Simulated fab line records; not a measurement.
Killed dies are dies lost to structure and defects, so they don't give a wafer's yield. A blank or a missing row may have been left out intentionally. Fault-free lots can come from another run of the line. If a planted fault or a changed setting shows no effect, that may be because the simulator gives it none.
Chamber matching / flow nandHarc / 4 sister chambers for NHARC_A_STAIRCASE_ETCH_444 on rieDiel-11
The step etches the open film in C4F8/O2, target depth 20400 nm, time 6800 s. 8 wafers are shown with their chamber, then 7 later ones without.

== WAFERS, EACH WITH ITS CHAMBER ==
wafer=L082.4; chamber=1; rfVppV (V)=811; oesProductAu (a.u.)=0.917
wafer=L085.6; chamber=0; rfVppV (V)=804; oesProductAu (a.u.)=0.915
wafer=L088.3; chamber=2; rfVppV (V)=799; oesProductAu (a.u.)=0.927
wafer=L088.6; chamber=0; rfVppV (V)=805; oesProductAu (a.u.)=0.931
wafer=L090.4; chamber=1; rfVppV (V)=810; oesProductAu (a.u.)=0.915
wafer=L090.5; chamber=3; rfVppV (V)=816; oesProductAu (a.u.)=0.930
wafer=L091.1; chamber=2; rfVppV (V)=797; oesProductAu (a.u.)=0.922
wafer=L091.2; chamber=3; rfVppV (V)=815; oesProductAu (a.u.)=0.922

== WAFERS WITH NO CHAMBER GIVEN ==
wafer=L091.3; rfVppV (V)=810; oesProductAu (a.u.)=0.911
wafer=L093.1; rfVppV (V)=804; oesProductAu (a.u.)=0.973
wafer=L093.3; rfVppV (V)=815; oesProductAu (a.u.)=0.956
wafer=L093.4; rfVppV (V)=814; oesProductAu (a.u.)=0.960
wafer=L096.2; rfVppV (V)=808; oesProductAu (a.u.)=0.927
wafer=L096.3; rfVppV (V)=803; oesProductAu (a.u.)=0.909
wafer=L096.6; rfVppV (V)=809; oesProductAu (a.u.)=0.912

== WHICH CHAMBER EACH WENT THROUGH ==
wafer=L091.3; from the rows above=1; in truth=1
wafer=L093.1; from the rows above=0; in truth=0
wafer=L093.3; from the rows above=3; in truth=3
wafer=L093.4; from the rows above=3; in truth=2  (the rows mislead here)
wafer=L096.2; from the rows above=can't be placed: 1 or 0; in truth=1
wafer=L096.3; from the rows above=0; in truth=0
wafer=L096.6; from the rows above=1; in truth=1
Correct placement for 5 of the 7. Unplaceable from these rows: 1, with the true chamber sitting among the candidates in 1. Wrongly placed: 1.
How it was worked out, from the rows above alone: a wafer's distance from a chamber is the root of the sum, over the readings, of the square of ((its reading less the chamber's mean) divided by the reading's scatter). The wafer belongs to the nearest chamber; if the next one is less than 2 further off, it can't be placed. A chamber's mean is the mean of its shown wafers. How the scatter is found: for the shown wafers, subtract from each reading the mean of its chamber, square and add these, divide the total by (wafers less chambers), then take the root.
